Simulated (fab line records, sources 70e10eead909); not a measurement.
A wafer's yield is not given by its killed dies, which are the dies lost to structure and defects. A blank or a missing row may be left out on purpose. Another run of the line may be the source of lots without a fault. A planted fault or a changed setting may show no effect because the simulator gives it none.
Chamber matching    flow nand_harc    cmp-01 running NHARC_A_CHANNEL_FILL_D1_CMP_10: 4 sister chambers
The step polishes, target thk 150 nm. 4 wafers are shown with their chamber, then 9 later ones without.

== EACH WAFER AND ITS CHAMBER ==
wafer   chamber  motor_current_A (A)
L086.5  1        13.2
L090.2  0        12.9
L090.4  3        12.1
L090.5  2        12.2

== WAFERS WITH NO CHAMBER GIVEN ==
wafer   motor_current_A (A)
L092.3  12.2
L092.5  12.5
L092.6  14.3
L094.2  13.6
L094.4  11.6
L094.6  13.0
L096.2  13.0
L096.3  12.0
L096.5  12.4

== WHICH CHAMBER EACH ONE RAN IN ==
wafer   from the rows above                in truth
L092.3  can't be placed: 2 or 3 or 0       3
L092.5  can't be placed: 2 or 0 or 3 or 1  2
L092.6  can't be placed: 1 or 0            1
L094.2  can't be placed: 1 or 0            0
L094.4  can't be placed: 3 or 2 or 0       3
L094.6  can't be placed: 0 or 1 or 2 or 3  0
L096.2  can't be placed: 0 or 1 or 2 or 3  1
L096.3  can't be placed: 3 or 2 or 0       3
L096.5  can't be placed: 2 or 3 or 0 or 1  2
Placed correctly: 0 of 9. Cannot be placed on the basis of these rows: 9; the candidates contain the true chamber in 9. 0 placed wrongly.
How it was worked out, from the rows above alone: a wafer's distance from a chamber is the root of the sum, over the readings, of the square of ((its reading less the chamber's mean) divided by the reading's scatter). If the next closest chamber is less than 2 further off than the closest, the wafer can't be placed; otherwise it belongs to the closest. The mean given for a chamber averages the wafers shown for that chamber. The scatter (one wafer shown for each chamber): square how far every hidden wafer sits from the nearest shown wafer, average those squares and take the square root.
